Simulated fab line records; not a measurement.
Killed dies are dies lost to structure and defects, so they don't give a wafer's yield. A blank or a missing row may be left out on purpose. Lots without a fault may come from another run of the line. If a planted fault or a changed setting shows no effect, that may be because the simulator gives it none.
Split-lot trial -- flow n5Finfet -- 39 wafers read across 7 lots, on a route 1938 steps long

== THE SPLIT ==
At N5_FIN_SAQP_HM_DEP_72 (deposits SiO2 from SiH4/N2O, target thk 12 nm, time 7.2 s), the setting timeS was moved away from the recipe's 7.2 s on 12 of the 39 wafers read, by +22.9% to +51.4%. For the rest of the wafers, this setting stayed at what the recipe calls for.

== FROM THE SPLIT TO THE READING: what the file shows between them, 4 steps ==
- N5_FIN_SAQP_COAT_49: time 60 s, resist thk 100 nm
- N5_FIN_SAQP_COAT_50: time 60 s, resist thk 35 nm
- N5_FIN_SAQP_ETCH_52: etches SOC in N2/H2, target depth 100 nm, overetch 20 nm, time 150 s
- N5_FIN_SAQP_STRIP_53: strips in N2/H2

== THE READING ==
etch.depthNm (the simulator's own value, which no gauge read), in nm, at N5_FIN_SAQP_HM_OPEN_73 (chemistry CHF3/O2, target SiO2, stops on a-Si, target depth 12 nm, time 16.8 s). No usual value for it is given in the file. Average 12.03 nm, standard deviation 0.16 nm, over the 27 wafers here run with the recipe.

wafer,"tool, chamber at the split","timeS as run, s",against the recipe,"etch.depthNm, nm",against lot-mates on the recipe
L077.1,"pecvd-04, 1",7.2,recipe,12.02,-
L077.2,"pecvd-04, 2",7.2,recipe,12.22,-
L077.3,"pecvd-04, 0",10.23,+42.1%,16.78,+4.71
L077.4,"pecvd-04, 0",10.23,+42.1%,17.05,+4.98
L077.5,"pecvd-04, 1",7.2,recipe,11.97,-
L077.6,"pecvd-04, 2",10.23,+42.1%,17.65,+5.58
L081.1,"pecvd-03, 2",7.2,recipe,11.88,-
L081.2,"pecvd-03, 1",7.2,recipe,11.87,-
L081.3,"pecvd-03, 0",7.2,recipe,11.92,-
L081.4,"pecvd-03, 1",7.2,recipe,11.86,-
L081.5,"pecvd-03, 0",7.2,recipe,12.21,-
L081.6,"pecvd-03, 2",7.2,recipe,12.06,-
L082.2,"pecvd-04, 0",7.2,recipe,11.9,-
L082.3,"pecvd-04, 1",7.2,recipe,11.78,-
L082.5,"pecvd-04, 2",7.2,recipe,12.35,-
L088.1,"pecvd-03, 1",8.847,+22.9%,14.22,+2.23
L088.2,"pecvd-03, 2",7.2,recipe,11.82,-
L088.3,"pecvd-03, 0",8.847,+22.9%,14.71,+2.72
L088.4,"pecvd-03, 2",7.2,recipe,12.01,-
L088.5,"pecvd-03, 1",8.847,+22.9%,14.36,+2.37
L088.6,"pecvd-03, 0",7.2,recipe,12.14,-
L091.1,"pecvd-01, 0",10.9,+51.4%,18.16,+6.10
L091.2,"pecvd-01, 2",10.9,+51.4%,17.76,+5.70
L091.3,"pecvd-01, 1",10.9,+51.4%,18.08,+6.02
L091.4,"pecvd-01, 1",7.2,recipe,12.14,-
L091.5,"pecvd-01, 0",7.2,recipe,12.07,-
L091.6,"pecvd-01, 2",7.2,recipe,11.97,-
L096.1,"pecvd-04, 0",7.2,recipe,11.85,-
L096.2,"pecvd-04, 2",7.2,recipe,12.06,-
L096.3,"pecvd-04, 1",7.2,recipe,11.81,-
L096.4,"pecvd-04, 1",7.2,recipe,12.11,-
L096.5,"pecvd-04, 2",7.2,recipe,12.21,-
L096.6,"pecvd-04, 0",7.2,recipe,11.95,-
L097.1,"pecvd-03, 1,2",9.441,+31.1%,15.8,+3.56
L097.3,"pecvd-03, 1,2",9.441,+31.1%,15.8,+3.56
L097.2,"pecvd-03, 0",9.441,+31.1%,15.66,+3.42
L097.4,"pecvd-03, 0",7.2,recipe,12.32,-
L097.5,"pecvd-03, 1",7.2,recipe,12.11,-
L097.6,"pecvd-03, 2",7.2,recipe,12.29,-
When a row names more than one chamber, that row covers several wafers, and the file does not tell which wafer ran in which chamber.

FIT RESULTS
A straight line over all 39 wafers: etch.depthNm changes by +0.118 nm for each +1% of timeS; r = +1.00; the points scatter about the line by 0.21 nm.
The same after taking each lot's own level away (the mean of its wafers on the recipe; 39 wafers): +0.116 nm for each +1%; r = +1.00; scatter 0.2 nm.
Per that fit: largest timeS move, reading shift of 6 nm.
From 11.967 to 12.240 nm: that is the span of the lots' own levels, equal to 1.7 times the standard deviation above.
The two slopes agree, so the slope changes little with the lot-to-lot level.
Check: for one of the wafers moved furthest among these (+51.4%), held out of the fit, the line's prediction against its lot-mates is +5.94 nm. Against them it came out at +6.1 nm.

== THE WHOLE CHAIN: every reading that the file lists as answering this split, in the file's order ==
step,what it does,reading,change (the file's fit),r (the file's)
N5_FIN_SAQP_HM_DEP_72,"deposits SiO2 from SiH4/N2O, target thk 12 nm, time 7.2 s","SiO2_of_FIN_SAQP_HM_DEP_72.thkNm (the simulator's own value, which no gauge read)",+0.116 nm for each +1% of the setting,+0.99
N5_FIN_SAQP_HM_OPEN_73,"chemistry CHF3/O2, target SiO2, stops on a-Si, target depth 12 nm, time 16.8 s","etch.depthNm (the simulator's own value, which no gauge read)",+0.116 nm for each +1% of the setting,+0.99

== FILE'S OWN FIT ==
etch.depthNm changes by +0.116 nm for each +1% of timeS, r = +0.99.
